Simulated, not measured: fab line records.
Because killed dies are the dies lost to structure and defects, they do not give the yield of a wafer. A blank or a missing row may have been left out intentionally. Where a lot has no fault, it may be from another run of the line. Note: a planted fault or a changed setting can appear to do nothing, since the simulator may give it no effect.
Chamber matching ; flow nand_harc ; rie_diel-02 running NHARC_THIN_TSV_ETCHBACK_48: 4 sister chambers
The step etches the open film in C4F8/Ar, target depth 1028.5 nm, time 405.17 s. 8 wafers are shown with their chamber, then 7 later ones without.

== EACH WAFER AND ITS CHAMBER ==
wafer;chamber;rf_vpp_V (V);oes_product_au (a.u.)
L610.4;3;551;0.92
L610.5;1;553;0.93
L608.2;3;549;0.92
L616.2;0;549;0.94
L616.5;2;547;0.93
L616.6;1;552;0.93
L614.1;0;548;1.00
L614.2;2;546;1.01

== WAFERS WHOSE CHAMBER IS MISSING ==
wafer;rf_vpp_V (V);oes_product_au (a.u.)
L614.5;549;1.00
L630.1;553;0.93
L630.2;548;0.92
L630.6;546;0.92
L629.1;551;1.02
L629.4;553;1.02
L629.6;547;1.01

== WHICH CHAMBER EACH WENT THROUGH ==
wafer;from the rows above;in truth
L614.5;can't be placed: 0 or 3 or 2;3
L630.1;1;1
L630.2;can't be placed: 0 or 2 or 3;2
L630.6;can't be placed: 2 or 0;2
L629.1;can't be placed: 1 or 3 or 0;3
L629.4;can't be placed: 1 or 3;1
L629.6;can't be placed: 2 or 0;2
Correctly placed: 1 of 7. Cannot be placed on the basis of these rows: 6; the candidates contain the true chamber in 6. Number placed wrongly: 0.
How it was worked out, from the rows above alone: a wafer's distance from a chamber is the root of the sum, over the readings, of the square of ((its reading less the chamber's mean) divided by the reading's scatter). The wafer belongs to the nearest chamber; if the next one is less than 2 further off, it can't be placed. Each chamber's mean is taken over the wafers shown for it. The scatter: the root of (the sum of the squares of (reading less its chamber's mean) over the shown wafers, divided by (wafers less chambers)).
